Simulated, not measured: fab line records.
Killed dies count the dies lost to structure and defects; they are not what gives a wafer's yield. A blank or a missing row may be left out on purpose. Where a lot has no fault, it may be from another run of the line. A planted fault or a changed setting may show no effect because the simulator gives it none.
A single fault, viewed from 3 desks ; flow n5_finfet ; what lay behind the numbers comes last; until then each desk has only its own

## DESK OF THE TOOL OWNER: pecvd-03
The tool's own readings at N5_BEOL_M0_SAQP_PECVD_04 (deposits a-Si from SiH4/He, target thk 60 nm, time 60.2 s): means of the sampled wafers that have a number, for each lot that ran on this tool. A lot is out of limits, marked OUT, if its mean lies more than 4 standard deviations from the usual mean; the brackets give that distance.
Columns: A = heater_power_w at N5_BEOL_M0_SAQP_PECVD_04, usual 593 W; B = showerhead_plenum_p_Torr at N5_BEOL_M0_SAQP_PECVD_04, usual 5.65 Torr; C = throttle_valve_pct at N5_BEOL_M0_SAQP_PECVD_04, usual 18.6 %
lot;first seen here;A;B;C
L625;day 6 00:29;557;5.73;18.8
L636;day 8 17:36;656;5.69;17.9
L640;day 9 22:28;542;5.71;18.1
L641;day 9 23:29;570;5.72;18.3
This desk's verdict: no lot among the 4 shows anything out of limits.

## AT THE METROLOGY DESK
What the gauges read for every lot (on any tool): the sampled wafers with a number, averaged. A lot is out of limits, marked OUT, if its mean lies more than 4 standard deviations from the usual mean; the brackets give that distance. It has 11 readings, of which 7 appear: the earliest out of limits, and the ones furthest out on some lot.
Columns: A = thk_nm at N5_BEOL_M0_SAQP_THK_MEAS_05, usual 60.0 nm; B = DIBL_P at N5_BEOL_M4_RC_MEAS_101, usual 36.7 mV/V; C = IOFF_P at N5_BEOL_M4_RC_MEAS_101, usual 0.208 nA/um; D = ION_N at N5_BEOL_M4_RC_MEAS_101, usual 673 uA/um; E = ION_P at N5_BEOL_M4_RC_MEAS_101, usual 462 uA/um; F = VT_N at N5_BEOL_M4_RC_MEAS_101, usual 250.7 mV; G = VT_P at N5_BEOL_M4_RC_MEAS_101, usual -251 mV
lot;first seen here;A;B;C;D;E;F;G
L623;day 5 10:11;59.7;36.1;0.230;664;466;252.5;-245
L625;day 6 00:37;60.3;33.8;0.191;673;462;249.6;-251
L626;day 6 03:33;60.3;36.5;0.232;676;465;247.8;-248
L635;day 8 11:34;59.8;35.9;0.195;667;458;253.7;-254
L636;day 8 17:42;60.6;36.3;0.228;676;465;249.5;-248
L640;day 9 22:34;50.3 (-14) OUT;37.7;0.195;676;460;250.6;-253
L641;day 9 23:35;50.9 (-14) OUT;36.2;0.181;684;461;249.7;-254
L645;day 10 23:59;60.4;36.8;0.172;669;445;250.9;-256
L646;day 11 03:52;60.6;35.4;0.207;682;464;249.1;-251
This desk's finding: out of limits on L640, L641; first on L640, day 9 22:34 (thk_nm at N5_BEOL_M0_SAQP_THK_MEAS_05). L623, L625, L626, L635, L636, L645, L646 stayed within limits.

## THE DEFECT DESK
Counts from the inspections along the route, per lot, as means over the sampled wafers that have a number. A lot is out of limits, marked OUT, if its mean lies more than 4 standard deviations from the usual mean; the brackets give that distance.
Columns: A = raw_defect_count at N5_MOL_CONTACT_COAG_INSPECT_97, usual 45
lot;first seen here;A
L623;day 5 09:04;60
L625;day 5 22:19;23
L626;day 6 01:20;37
L635;day 8 10:12;29
L636;day 8 13:49;79
L640;day 9 18:05;45
L641;day 9 21:08;38
L645;day 10 21:19;39
L646;day 11 02:46;34
This desk's verdict: no lot among the 9 shows anything out of limits.

## TAKEN TOGETHER
L640, L641 would have let the metrology desk raise an alarm at day 9 22:34.
Nothing out of limits was seen by the tool owner's desk.
Nothing the defect desk looked at was out of limits.
The tool owner's desk has L640, L641 on record, within its limits.
The defect desk has L640, L641 on record, within its limits.
All the named lots went through N5_BEOL_M0_SAQP_PECVD_04 on pecvd-03.

## WHAT THE SIMULATOR HAD PUT IN
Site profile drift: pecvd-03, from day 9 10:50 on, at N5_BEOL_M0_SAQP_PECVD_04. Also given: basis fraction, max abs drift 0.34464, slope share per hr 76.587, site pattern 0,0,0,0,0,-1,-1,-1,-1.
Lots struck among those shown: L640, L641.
Per desk, hours elapsed from the start of the fault to the first reading out of limits: for the metrology desk, 12.
